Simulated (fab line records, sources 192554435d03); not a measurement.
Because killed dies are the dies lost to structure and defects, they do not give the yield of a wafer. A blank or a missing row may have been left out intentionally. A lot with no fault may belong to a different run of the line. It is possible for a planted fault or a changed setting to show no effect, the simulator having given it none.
Lot-split experiment    flow n5-finfet    route with 1938 steps; 7 lots, 39 wafers read

## THE SPLIT
At N5_BEOL_M0_SAQP_PECVD_04 (deposits a-Si from SiH4/He, target thk 60 nm, time 60.2 s), the setting time-s was moved away from the recipe's 60.2 s on 18 of the 39 wafers read, by -51.5% to +46.9%. The other wafers ran this setting at the recipe's value.

## FROM THE SPLIT TO THE READING: what the file shows between them, 5 steps
- N5_BEOL_M0_SAQP_THK_MEAS_05
- N5_BEOL_M0_SAQP_HM_DEP_111: deposits SiO2 from SiH4/N2O, target thk 12 nm, time 7.2 s
- N5_BEOL_M0_SAQP_COAT_81: time 60 s, resist thk 100 nm
- N5_BEOL_M0_SAQP_HM_OPEN_112: chemistry CHF3/O2, target SiO2, stops on a-Si, target depth 12 nm, time 13.5 s
- N5_BEOL_M0_SAQP_STRIP_113: strips in CHF3/O2

## THE READING
oes-product-au, in a.u., at N5_BEOL_M0_SAQP_MANDREL_ETCH_20 (etches a-Si in HBr/Cl2, stops on SiNx, target depth 60 nm, bt time 10 s, time 30 s). Typical for fault-free wafers on this fab line: 0.774 a.u., with standard deviation 0.014 a.u.

wafer   tool, chamber at the split  time-s as run, s  against the recipe  oes-product-au, a.u.  against lot-mates on the recipe
L074.1  pecvd-03, 0                 88.42             +46.9%              0.957                 +0.181
L074.2  pecvd-03, 2                 60.2              recipe              0.774                 -
L074.3  pecvd-03, 1                 88.42             +46.9%              0.975                 +0.199
L074.4  pecvd-03, 0                 60.2              recipe              0.785                 -
L074.5  pecvd-03, 1                 88.42             +46.9%              0.992                 +0.216
L074.6  pecvd-03, 2                 60.2              recipe              0.770                 -
L077.1  pecvd-03, 1                 41.2              -31.6%              0.626                 -0.144
L077.2  pecvd-03, 0                 41.2              -31.6%              0.611                 -0.159
L077.3  pecvd-03, 2                 41.2              -31.6%              0.599                 -0.171
L077.4  pecvd-03, 0                 60.2              recipe              0.775                 -
L077.5  pecvd-03, 2                 60.2              recipe              0.761                 -
L077.6  pecvd-03, 1                 60.2              recipe              0.773                 -
L081.1  pecvd-01, 2                 60.2              recipe              0.761                 -
L081.2  pecvd-01, 1                 85.71             +42.4%              0.949                 +0.175
L081.3  pecvd-01, 0                 85.71             +42.4%              0.962                 +0.188
L081.4  pecvd-01, 0                 85.71             +42.4%              0.968                 +0.194
L081.5  pecvd-01, 1                 60.2              recipe              0.767                 -
L081.6  pecvd-01, 2                 60.2              recipe              0.794                 -
L082.1  pecvd-01, 2                 60.2              recipe              0.780                 -
L082.2  pecvd-01, 0,2               34.4              -42.9%              0.592                 -0.179
L082.3  pecvd-01, 2,0               60.2              recipe              0.765                 -
L082.4  pecvd-01, 2,0               60.2              recipe              0.767                 -
L082.5  pecvd-01, 0,2               34.4              -42.9%              0.578                 -0.193
L082.6  pecvd-01, 0                 34.4              -42.9%              0.592                 -0.179
L085.1  pecvd-03, 0                 60.2              recipe              0.774                 -
L085.2  pecvd-03, 2                 60.2              recipe              0.764                 -
L085.3  pecvd-03, 1                 29.2              -51.5%              0.556                 -0.210
L085.4  pecvd-03, 0                 29.2              -51.5%              0.538                 -0.228
L085.5  pecvd-03, 1                 29.2              -51.5%              0.550                 -0.216
L085.6  pecvd-03, 2                 60.2              recipe              0.759                 -
L084.2  pecvd-03, 0,2               60.2              recipe              0.768                 -
L084.3  pecvd-03, 0,2               60.2              recipe              0.752                 -
L084.5  pecvd-03, 2                 60.2              recipe              0.766                 -
L087.1  pecvd-01, 0                 60.2              recipe              0.770                 -
L087.2  pecvd-01, 2                 60.2              recipe              0.775                 -
L087.3  pecvd-01, 1                 39.44             -34.5%              0.609                 -0.166
L087.4  pecvd-01, 0                 60.2              recipe              0.779                 -
L087.5  pecvd-01, 1                 39.44             -34.5%              0.616                 -0.159
L087.6  pecvd-01, 2                 39.44             -34.5%              0.636                 -0.139
Rows listing several chambers each stand for several wafers; the file does not say which wafer went through which chamber.

FIT RESULTS
A straight line over all 39 wafers: oes-product-au changes by +0.00441 a.u. for each +1% of time-s; r = +1.00; the points scatter about the line by 0.012 a.u.
The same after taking each lot's own level away (the mean of its wafers on the recipe; 39 wafers): +0.00435 a.u. for each +1%; r = +1.00; scatter 0.011 a.u.
Per that fit: largest time-s move, reading shift of 0.22 a.u.
Across the lots, their own levels run from 0.7620 to 0.7763 a.u., a range of 1.0 times the standard deviation given above.
The two slopes are in agreement: the lot-to-lot level therefore moves the slope only a little.
Check: -0.227 a.u. against its lot-mates is what the line predicts for one of the wafers moved furthest among these (-51.5%) when that wafer is left out of the fit. It came out at -0.21 a.u. against them.

## FURTHER SPLITS ON THESE WAFERS
Other splits were also applied to these wafers ahead of the reading. Each is held against what the fit with the lots' levels taken away leaves over:
other split on the same wafers         wafers away from the commonest value  r with oes-product-au (lot level and that fit taken away)
N5_FIN_SAQP_HM_DEP_72 target-thk-a     18                                    +0.24
N5_SD_EPI_N_ETCH_45 target-depth-a     12                                    -0.08
N5_SD_EPI_P_DEVELOP_08 develop-time-s  12                                    +0.18

## THE WHOLE CHAIN: every reading that the file lists as answering this split, in the file's order
step                             what it does                                                                        reading                                                                                change (the file's fit)                    r (the file's)
N5_BEOL_M0_SAQP_PECVD_04         deposits a-Si from SiH4/He, target thk 60 nm, time 60.2 s                           a-Si_of_BEOL_M0_SAQP_PECVD_04.thk-nm (the simulator's own value, which no gauge read)  +0.602 nm for each +1% of the setting      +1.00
N5_BEOL_M0_SAQP_THK_MEAS_05                                                                                          thk-nm                                                                                 withheld for each +1% of the setting       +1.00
N5_BEOL_M0_SAQP_MANDREL_ETCH_20  etches a-Si in HBr/Cl2, stops on SiNx, target depth 60 nm, bt time 10 s, time 30 s  oes-product-au                                                                         +0.00436 a.u. for each +1% of the setting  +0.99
N5_BEOL_M0_SAQP_MANDREL_ETCH_20  etches a-Si in HBr/Cl2, stops on SiNx, target depth 60 nm, bt time 10 s, time 30 s  etch.depth-nm (the simulator's own value, which no gauge read)                         +0.601 nm for each +1% of the setting      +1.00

## FILE'S OWN FIT
oes-product-au changes by +0.00436 a.u. for each +1% of time-s, r = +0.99.
